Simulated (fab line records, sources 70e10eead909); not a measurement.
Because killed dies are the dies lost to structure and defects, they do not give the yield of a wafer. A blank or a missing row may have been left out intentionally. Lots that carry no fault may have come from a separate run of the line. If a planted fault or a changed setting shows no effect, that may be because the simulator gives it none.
Code-filled problem report in 8D (eight disciplines) form || flow nand-harc || the parts of the form that need people (team, actions taken, sign-off) are left out

== 1. THE ISSUE ==
oes-product-au at NHARC_A_STAIRCASE_TRIM_26 reads a mean of 0.890 a.u. on 2 wafers of 2 lots; wafers without a fault read 0.997 a.u. with a standard deviation of 0.012. Measured from the usual mean, that is -8.9 standard deviations.
The step: chemistry O2, time 211.2 s.
First seen on wafer L300.1, day 22 21:04, on rie-diel-07. At this step, 36 wafers from 12 lots have a number in the record. By rule, "out" or "out of limits" means more than 4 standard deviations away from the usual mean. All remaining wafers that have a number are taken as sound.

== 2. WHAT IT IS; WHAT IT IS NOT ==
{"question": "which readings at this step", "is": "oes-product-au", "is not": "drypump-motor-current-A, mfc-ar-sccm, rf-vpp-V, showerhead-plenum-p-Torr, throttle-valve-pct"}
{"question": "which lots", "is": "L299, L300", "is not": "L282, L284, L285, L286, L290, L291, L292, L293, L294, L297"}
{"question": "which wafers of those lots", "is": "L299.5, L300.1", "is not": "L299.3, L299.6, L300.2, L300.4"}
{"question": "read on which tools", "is": "rie-diel-07", "is not": "rie-diel-08, rie-diel-11"}
{"question": "when", "is": "from day 22 21:04", "is not": "up to then (32 sound wafers); but 2 sound wafers of L299 came after"}

== 3. THE SUSPECTS, EACH WITH WHAT RULES IT OUT ==
Counting: a tool at a process step up to the reading stays a suspect if it ran every lot that is out. Sound lots after the first of them don't rule it out here, since some wafers of a struck lot are sound.
- rie-diel-07 at NHARC_A_STAIRCASE_ETCH_13 (etches the open film in C4F8/O2, target depth 100 nm, time 40.5 s): kept. It ran every lot that is out, first L300 (day 22 21:04); its last sound lot up to then is L297 (day 22 08:07). NHARC_A_STAIRCASE_ETCH_13 gives no start for some lots, so the hours and the order of its lots are those of NHARC_A_STAIRCASE_TRIM_26.
- rie-diel-07 at NHARC_A_STAIRCASE_TRIM_14 (chemistry O2, time 211.2 s): kept. It ran every lot that is out, first L300 (day 22 21:04); its last sound lot up to then is L297 (day 22 08:07). NHARC_A_STAIRCASE_TRIM_14 gives no start for some lots, so the hours and the order of its lots are those of NHARC_A_STAIRCASE_TRIM_26.
- rie-diel-07 at NHARC_A_STAIRCASE_TRIM_26 (chemistry O2, time 211.2 s): kept. It ran every lot that is out, first L300 (day 22 21:04); its last sound lot up to then is L291 (day 19 19:32). On those wafers its own readings are out: oes-product-au.
- rie-diel-07, NHARC_A_STAIRCASE_ETCH_13: wafers that are out in chamber 3, sound lot-mates in chambers 0, 1, 2.
- rie-diel-07, NHARC_A_STAIRCASE_TRIM_26: wafers that are out in chamber 0, sound lot-mates in chambers 1, 2.
Left after counting: rie-diel-07 at NHARC_A_STAIRCASE_ETCH_13, rie-diel-07 at NHARC_A_STAIRCASE_TRIM_14, rie-diel-07 at NHARC_A_STAIRCASE_TRIM_26.

== 4. THE CAUSE (what the simulator had put in) ==
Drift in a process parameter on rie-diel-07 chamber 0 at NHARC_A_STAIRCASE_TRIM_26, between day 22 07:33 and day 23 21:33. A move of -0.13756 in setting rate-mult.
This tool is one of the 3 suspects left after counting.

== 5. THE CHAIN OF EFFECTS, in route order ==
Each row: a reading whose mean over the struck wafers that have a number lies more than 3 standard deviations from the usual. Readings are gone through only where the record gives a usual standard deviation; hours: the median, over the lots, of the time from a lot's start at the first step in this table giving one to that lot's start at this step; sigmas: the change measured in usual standard deviations.
{"hours": 0, "step": "NHARC_A_STAIRCASE_TRIM_26", "reading": "oes-product-au", "usual": "0.997 a.u.", "on struck wafers": 0.890, "change": -0.107, "sigmas": -8.9}
Here are the process steps it includes:
- NHARC_A_STAIRCASE_TRIM_26: chemistry O2, time 211.2 s.
Later steps that measure or inspect, where all struck wafers having a row at the step show a number for every such reading and not one has moved that far: NHARC_END_SORT_01.

== 6. HOW IT WOULD HAVE BEEN CAUGHT EARLIER ==
The fault began at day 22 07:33; the first out-of-limits reading in this record came at day 22 21:04, 14 hours later.
